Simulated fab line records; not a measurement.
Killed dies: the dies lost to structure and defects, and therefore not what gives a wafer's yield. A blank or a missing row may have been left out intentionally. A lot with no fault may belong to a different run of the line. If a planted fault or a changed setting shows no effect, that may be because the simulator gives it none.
What tool caused it? || flow nand_harc || Sampling: 12 lots, 36 wafers, 5 of 1159 route steps

WHAT THE GAUGES SHOWED, per wafer
NHARC_P_ZERO_WELL_CD_MEAS_52: the cd target is 2000 nm. Usual: 2000.2 nm for cd_nm, sd 1.8.
{"lot": "L609", "measured": "day 1 23:44", "on": "cd_sem-03", "cd_nm (nm)": "1999.2 1997.6 2000.0", "flag": ""}
{"lot": "L610", "measured": "day 2 05:29", "on": "cd_sem-03", "cd_nm (nm)": "2001.1 1998.0 1999.7", "flag": ""}
{"lot": "L611", "measured": "day 2 11:40", "on": "cd_sem-03", "cd_nm (nm)": "1999.4 2002.5 2002.4", "flag": ""}
{"lot": "L612", "measured": "day 2 17:58", "on": "cd_sem-03", "cd_nm (nm)": "2001.4 2002.3 2001.1", "flag": ""}
{"lot": "L613", "measured": "day 2 23:41", "on": "cd_sem-01", "cd_nm (nm)": "1997.5 2000.3 1999.6", "flag": ""}
{"lot": "L615", "measured": "day 3 11:38", "on": "cd_sem-03", "cd_nm (nm)": "1997.6 1997.3 1999.5", "flag": ""}
{"lot": "L616", "measured": "day 3 17:32", "on": "cd_sem-03", "cd_nm (nm)": "2001.3 2002.7 1998.9", "flag": ""}
{"lot": "L617", "measured": "day 4 05:40", "on": "cd_sem-01", "cd_nm (nm)": "2000.7 2003.1 1999.4", "flag": ""}
{"lot": "L620", "measured": "day 4 17:49", "on": "cd_sem-03", "cd_nm (nm)": "1999.4 1998.7 2002.0", "flag": ""}
{"lot": "L625", "measured": "day 5 23:36", "on": "cd_sem-02", "cd_nm (nm)": "1998.2 1998.0 1999.8", "flag": ""}
{"lot": "L630", "measured": "day 7 05:47", "on": "cd_sem-01", "cd_nm (nm)": "2003.2 2000.9 2001.8", "flag": ""}
{"lot": "L631", "measured": "day 7 11:46", "on": "cd_sem-02", "cd_nm (nm)": "1999.8 1999.5 1997.7", "flag": ""}

NHARC_END_SORT_01. Usual: killed_at_array 29, standard deviation 11; killed_at_other 0.7, standard deviation 1.1; killed_at_periphery 2.9, standard deviation 2.2; killed_dies 33, standard deviation 11; killed_open 3.1, standard deviation 1.8; killed_short 1.9, standard deviation 1.4.
{"lot": "L620", "measured": "day 22 02:40", "on": "prober-01", "killed_at_array": "18 19 29", "killed_at_other": "0 0 0", "killed_at_periphery": "659 658 648", "killed_dies": "677 677 677", "killed_open": "2 5 2", "killed_short": "1 1 2", "flag": "OFF"}
{"lot": "L625", "measured": "day 23 06:09", "on": "prober-02", "killed_at_array": "20 25 15", "killed_at_other": "2 1 1", "killed_at_periphery": "655 651 661", "killed_dies": "677 677 677", "killed_open": "1 3 2", "killed_short": "5 1 4", "flag": "OFF"}

EACH LOT AND THE TOOL THAT RAN IT (in order: tool; ch and the chambers of the sampled wafers; start)
{"lot": "L609", "NHARC_P_ZERO_WELL_DESCUM_54": "rie_diel-05 ch 0,1,3, day 1 23:54", "NHARC_P_STI_HM_DEP_30": "lpcvd-01 ch 1, day 2 17:20", "NHARC_P_STI_DESCUM_14": "rie_diel-08 ch 0,1,3, day 2 21:38"}
{"lot": "L610", "NHARC_P_ZERO_WELL_DESCUM_54": "rie_diel-05 ch 0,1,2, day 2 05:40", "NHARC_P_STI_HM_DEP_30": "lpcvd-01 ch 1, day 2 17:20", "NHARC_P_STI_DESCUM_14": "rie_diel-02 ch 0,1, day 2 21:36"}
{"lot": "L611", "NHARC_P_ZERO_WELL_DESCUM_54": "rie_diel-07 ch 2,3, day 2 11:50", "NHARC_P_STI_HM_DEP_30": "lpcvd-02 ch 1, day 3 03:45", "NHARC_P_STI_DESCUM_14": "rie_diel-08 ch 1,2, day 3 08:13"}
{"lot": "L612", "NHARC_P_ZERO_WELL_DESCUM_54": "rie_diel-05 ch 1,2,3, day 2 18:07", "NHARC_P_STI_HM_DEP_30": "lpcvd-02 ch 1, day 3 03:45", "NHARC_P_STI_DESCUM_14": "rie_diel-13 ch 0,2,3, day 3 08:02"}
{"lot": "L613", "NHARC_P_ZERO_WELL_DESCUM_54": "rie_diel-07 ch 0,1,2, day 2 23:52", "NHARC_P_STI_HM_DEP_30": "lpcvd-02 ch 1, day 3 13:59", "NHARC_P_STI_DESCUM_14": "rie_diel-02 ch 0,1,3, day 3 18:16"}
{"lot": "L615", "NHARC_P_ZERO_WELL_DESCUM_54": "rie_diel-03 ch 0,2, day 3 11:47", "NHARC_P_STI_HM_DEP_30": "lpcvd-01 ch 1, day 3 22:09", "NHARC_P_STI_DESCUM_14": "rie_diel-08 ch 0,1, day 4 02:32"}
{"lot": "L616", "NHARC_P_ZERO_WELL_DESCUM_54": "rie_diel-07 ch 1,3, day 3 17:43", "NHARC_P_STI_HM_DEP_30": "lpcvd-02 ch 0, day 4 10:38", "NHARC_P_STI_DESCUM_14": "rie_diel-08 ch 0,2,3, day 4 14:55"}
{"lot": "L617", "NHARC_P_ZERO_WELL_DESCUM_54": "rie_diel-07 ch 2,3, day 4 05:49", "NHARC_P_STI_HM_DEP_30": "lpcvd-01 ch 1, day 4 18:44", "NHARC_P_STI_DESCUM_14": "rie_diel-13 ch 1,2,3, day 4 23:05"}
{"lot": "L620", "NHARC_P_ZERO_WELL_DESCUM_54": "rie_diel-03 ch 1,2,3, day 4 17:59", "NHARC_P_STI_HM_DEP_30": "lpcvd-01 ch 1, day 5 07:01", "NHARC_P_STI_DESCUM_14": "rie_diel-02 ch 2,3, day 5 17:55"}
{"lot": "L625", "NHARC_P_ZERO_WELL_DESCUM_54": "rie_diel-07 ch 0,1,2, day 5 23:46", "NHARC_P_STI_HM_DEP_30": "lpcvd-01 ch 1, day 6 12:37", "NHARC_P_STI_DESCUM_14": "rie_diel-02 ch 1,2,3, day 7 01:02"}
{"lot": "L630", "NHARC_P_ZERO_WELL_DESCUM_54": "rie_diel-05 ch 0,1, day 7 05:58", "NHARC_P_STI_HM_DEP_30": "lpcvd-01 ch 0, day 7 18:50", "NHARC_P_STI_DESCUM_14": "rie_diel-08 ch 0,1,2, day 7 23:12"}
{"lot": "L631", "NHARC_P_ZERO_WELL_DESCUM_54": "rie_diel-03 ch 0,1,2, day 7 11:55", "NHARC_P_STI_HM_DEP_30": "lpcvd-01 ch 1, day 8 02:17", "NHARC_P_STI_DESCUM_14": "rie_diel-02 ch 0,1,3, day 8 06:41"}
- NHARC_P_ZERO_WELL_DESCUM_54: chemistry O2, time 3 s.
- NHARC_P_STI_HM_DEP_30: deposits Si3N4, target thk 80 nm, time 873 s.
- NHARC_P_STI_DESCUM_14: chemistry O2, time 3 s.

AS READ BY THE TOOLS THEMSELVES (means over the sampled wafers that have a number; for cases with no such wafer, the mark the record gives instead)
NHARC_P_ZERO_WELL_DESCUM_54. Usual: drypump_motor_current_A 5.6 A, standard deviation 0.39; oes_product_au 1.001 a.u., standard deviation 0.01; rf_vpp_V 57.6 V, standard deviation 0.84; showerhead_plenum_p_Torr 1.89 Torr, standard deviation 0.064; throttle_valve_pct 11.310 %, standard deviation 0.0081.
{"lot": "L609", "tool": "rie_diel-05", "drypump_motor_current_A (A)": 5.4, "oes_product_au (a.u.)": 0.993, "rf_vpp_V (V)": 57.2, "showerhead_plenum_p_Torr (Torr)": 1.86, "throttle_valve_pct (%)": 11.316, "flag": ""}
{"lot": "L610", "tool": "rie_diel-05", "drypump_motor_current_A (A)": 5.4, "oes_product_au (a.u.)": 0.998, "rf_vpp_V (V)": 56.9, "showerhead_plenum_p_Torr (Torr)": 1.87, "throttle_valve_pct (%)": 11.309, "flag": ""}
{"lot": "L611", "tool": "rie_diel-07", "drypump_motor_current_A (A)": 5.1, "oes_product_au (a.u.)": 1.001, "rf_vpp_V (V)": 57.3, "showerhead_plenum_p_Torr (Torr)": 1.88, "throttle_valve_pct (%)": 11.324, "flag": ""}
{"lot": "L612", "tool": "rie_diel-05", "drypump_motor_current_A (A)": 5.6, "oes_product_au (a.u.)": 0.994, "rf_vpp_V (V)": 57.0, "showerhead_plenum_p_Torr (Torr)": 1.84, "throttle_valve_pct (%)": 11.303, "flag": ""}
{"lot": "L613", "tool": "rie_diel-07", "drypump_motor_current_A (A)": 5.7, "oes_product_au (a.u.)": 1.006, "rf_vpp_V (V)": 57.0, "showerhead_plenum_p_Torr (Torr)": 1.85, "throttle_valve_pct (%)": 11.304, "flag": ""}
{"lot": "L615", "tool": "rie_diel-03", "drypump_motor_current_A (A)": 6.0, "oes_product_au (a.u.)": 0.993, "rf_vpp_V (V)": 58.0, "showerhead_plenum_p_Torr (Torr)": 1.86, "throttle_valve_pct (%)": 11.309, "flag": ""}
{"lot": "L616", "tool": "rie_diel-07", "drypump_motor_current_A (A)": 5.7, "oes_product_au (a.u.)": 1.010, "rf_vpp_V (V)": 58.0, "showerhead_plenum_p_Torr (Torr)": 1.86, "throttle_valve_pct (%)": 11.302, "flag": ""}
{"lot": "L617", "tool": "rie_diel-07", "drypump_motor_current_A (A)": 5.1, "oes_product_au (a.u.)": 1.006, "rf_vpp_V (V)": 58.1, "showerhead_plenum_p_Torr (Torr)": 1.91, "throttle_valve_pct (%)": 11.312, "flag": ""}
{"lot": "L620", "tool": "rie_diel-03", "drypump_motor_current_A (A)": 5.9, "oes_product_au (a.u.)": 1.014, "rf_vpp_V (V)": 57.4, "showerhead_plenum_p_Torr (Torr)": 1.95, "throttle_valve_pct (%)": 11.313, "flag": ""}
{"lot": "L625", "tool": "rie_diel-07", "drypump_motor_current_A (A)": 5.7, "oes_product_au (a.u.)": 0.996, "rf_vpp_V (V)": 57.5, "showerhead_plenum_p_Torr (Torr)": 1.85, "throttle_valve_pct (%)": 11.312, "flag": ""}
{"lot": "L630", "tool": "rie_diel-05", "drypump_motor_current_A (A)": 5.3, "oes_product_au (a.u.)": 0.989, "rf_vpp_V (V)": 57.0, "showerhead_plenum_p_Torr (Torr)": 1.89, "throttle_valve_pct (%)": 11.305, "flag": ""}
{"lot": "L631", "tool": "rie_diel-03", "drypump_motor_current_A (A)": 6.0, "oes_product_au (a.u.)": 1.001, "rf_vpp_V (V)": 57.7, "showerhead_plenum_p_Torr (Torr)": 1.91, "throttle_valve_pct (%)": 11.307, "flag": ""}

NHARC_P_STI_HM_DEP_30. Usual: susceptor_temp_C 790.0 C, standard deviation 0.37; zone_power_centre_pct 14.0 %, standard deviation 0.35; zone_power_upper_pct 13.4 %, standard deviation 1.1.
{"lot": "L609", "tool": "lpcvd-01", "susceptor_temp_C (C)": 789.6, "zone_power_centre_pct (%)": 14.6, "zone_power_upper_pct (%)": 12.6, "flag": ""}
{"lot": "L610", "tool": "lpcvd-01", "susceptor_temp_C (C)": 789.9, "zone_power_centre_pct (%)": 14.2, "zone_power_upper_pct (%)": 12.9, "flag": ""}
{"lot": "L611", "tool": "lpcvd-02", "susceptor_temp_C (C)": 790.0, "zone_power_centre_pct (%)": 13.6, "zone_power_upper_pct (%)": 12.6, "flag": ""}
{"lot": "L612", "tool": "lpcvd-02", "susceptor_temp_C (C)": 789.0, "zone_power_centre_pct (%)": 13.5, "zone_power_upper_pct (%)": 12.6, "flag": ""}
{"lot": "L613", "tool": "lpcvd-02", "susceptor_temp_C (C)": 789.9, "zone_power_centre_pct (%)": 13.6, "zone_power_upper_pct (%)": 12.7, "flag": ""}
{"lot": "L615", "tool": "lpcvd-01", "susceptor_temp_C (C)": 790.3, "zone_power_centre_pct (%)": 14.3, "zone_power_upper_pct (%)": 12.8, "flag": ""}
{"lot": "L616", "tool": "lpcvd-02", "susceptor_temp_C (C)": 790.3, "zone_power_centre_pct (%)": 13.7, "zone_power_upper_pct (%)": 15.7, "flag": ""}
{"lot": "L617", "tool": "lpcvd-01", "susceptor_temp_C (C)": 789.9, "zone_power_centre_pct (%)": 14.2, "zone_power_upper_pct (%)": 12.8, "flag": ""}
{"lot": "L620", "tool": "lpcvd-01", "susceptor_temp_C (C)": 790.0, "zone_power_centre_pct (%)": 14.3, "zone_power_upper_pct (%)": 12.9, "flag": ""}
{"lot": "L625", "tool": "lpcvd-01", "susceptor_temp_C (C)": 790.0, "zone_power_centre_pct (%)": 14.3, "zone_power_upper_pct (%)": 12.8, "flag": ""}
{"lot": "L630", "tool": "lpcvd-01", "susceptor_temp_C (C)": 789.9, "zone_power_centre_pct (%)": 14.3, "zone_power_upper_pct (%)": 13.0, "flag": ""}
{"lot": "L631", "tool": "lpcvd-01", "susceptor_temp_C (C)": 790.2, "zone_power_centre_pct (%)": 14.4, "zone_power_upper_pct (%)": 12.9, "flag": ""}

NHARC_P_STI_DESCUM_14. Usual: drypump_motor_current_A 5.8 A, standard deviation 0.35; oes_product_au 1.002 a.u., standard deviation 0.0087; rf_vpp_V 57.8 V, standard deviation 0.89; showerhead_plenum_p_Torr 1.92 Torr, standard deviation 0.089; throttle_valve_pct 11.312 %, standard deviation 0.0097.
{"lot": "L609", "tool": "rie_diel-08", "drypump_motor_current_A (A)": 5.6, "oes_product_au (a.u.)": 0.998, "rf_vpp_V (V)": 57.4, "showerhead_plenum_p_Torr (Torr)": 1.87, "throttle_valve_pct (%)": 11.310, "flag": ""}
{"lot": "L610", "tool": "rie_diel-02", "drypump_motor_current_A (A)": 6.2, "oes_product_au (a.u.)": 1.006, "rf_vpp_V (V)": 57.6, "showerhead_plenum_p_Torr (Torr)": 1.89, "throttle_valve_pct (%)": 11.302, "flag": ""}
{"lot": "L611", "tool": "rie_diel-08", "drypump_motor_current_A (A)": 5.6, "oes_product_au (a.u.)": 0.994, "rf_vpp_V (V)": 58.1, "showerhead_plenum_p_Torr (Torr)": 2.03, "throttle_valve_pct (%)": 11.312, "flag": ""}
{"lot": "L612", "tool": "rie_diel-13", "drypump_motor_current_A (A)": 5.8, "oes_product_au (a.u.)": 0.993, "rf_vpp_V (V)": 57.9, "showerhead_plenum_p_Torr (Torr)": 1.91, "throttle_valve_pct (%)": 11.314, "flag": ""}
{"lot": "L613", "tool": "rie_diel-02", "drypump_motor_current_A (A)": 6.0, "oes_product_au (a.u.)": 1.013, "rf_vpp_V (V)": 57.6, "showerhead_plenum_p_Torr (Torr)": 1.90, "throttle_valve_pct (%)": 11.312, "flag": ""}
{"lot": "L615", "tool": "rie_diel-08", "drypump_motor_current_A (A)": 5.5, "oes_product_au (a.u.)": 0.989, "rf_vpp_V (V)": 57.3, "showerhead_plenum_p_Torr (Torr)": 1.88, "throttle_valve_pct (%)": 11.307, "flag": ""}
{"lot": "L616", "tool": "rie_diel-08", "drypump_motor_current_A (A)": 5.6, "oes_product_au (a.u.)": 0.995, "rf_vpp_V (V)": 57.8, "showerhead_plenum_p_Torr (Torr)": 1.90, "throttle_valve_pct (%)": 11.308, "flag": ""}
{"lot": "L617", "tool": "rie_diel-13", "drypump_motor_current_A (A)": 6.1, "oes_product_au (a.u.)": 0.993, "rf_vpp_V (V)": 56.8, "showerhead_plenum_p_Torr (Torr)": 1.94, "throttle_valve_pct (%)": 11.312, "flag": ""}
{"lot": "L620", "tool": "rie_diel-02", "drypump_motor_current_A (A)": 5.4, "oes_product_au (a.u.)": 1.006, "rf_vpp_V (V)": 58.4, "showerhead_plenum_p_Torr (Torr)": 2.00, "throttle_valve_pct (%)": 11.308, "flag": ""}
{"lot": "L625", "tool": "rie_diel-02", "drypump_motor_current_A (A)": 5.8, "oes_product_au (a.u.)": 1.007, "rf_vpp_V (V)": 58.1, "showerhead_plenum_p_Torr (Torr)": 1.96, "throttle_valve_pct (%)": 11.315, "flag": ""}
{"lot": "L630", "tool": "rie_diel-08", "drypump_motor_current_A (A)": 5.6, "oes_product_au (a.u.)": 1.004, "rf_vpp_V (V)": 58.5, "showerhead_plenum_p_Torr (Torr)": 1.95, "throttle_valve_pct (%)": 11.308, "flag": ""}
{"lot": "L631", "tool": "rie_diel-02", "drypump_motor_current_A (A)": 6.1, "oes_product_au (a.u.)": 1.005, "rf_vpp_V (V)": 57.4, "showerhead_plenum_p_Torr (Torr)": 1.90, "throttle_valve_pct (%)": 11.317, "flag": ""}

THE ANSWER, worked out from the rows above alone
Rule: take the mean of a lot's wafers that have a number; if it is more than 3 standard deviations from the usual mean, the lot is off. A lot without any number at a reading at which 4 lots or more have one is off too. Where the step has rows for the other lots, those lots are counted as sound. After the gauges, taken in route order, come the tools' own readings; for these a lot's mean is taken, as printed above. The first step at which some lot is off is used, and at that step the reading that is off furthest; a lot without a number counts as furthest.
Off: L620, L625 (NHARC_END_SORT_01, killed_at_periphery). Neither off nor sound, because the step has no rows for them: L609, L610, L611, L612, L613, L615, L616, L617, L630, L631.
If a tool, at a process step before that reading, ran all the lots that are off and no sound lot after the first of them, it fits. The gauges at NHARC_END_SORT_01 are tried like those tools. 2 tools fit, lpcvd-01 at NHARC_P_STI_HM_DEP_30 and rie_diel-02 at NHARC_P_STI_DESCUM_14, so this cannot tell which one it is.

WHAT THE SIMULATOR HAD INSERTED
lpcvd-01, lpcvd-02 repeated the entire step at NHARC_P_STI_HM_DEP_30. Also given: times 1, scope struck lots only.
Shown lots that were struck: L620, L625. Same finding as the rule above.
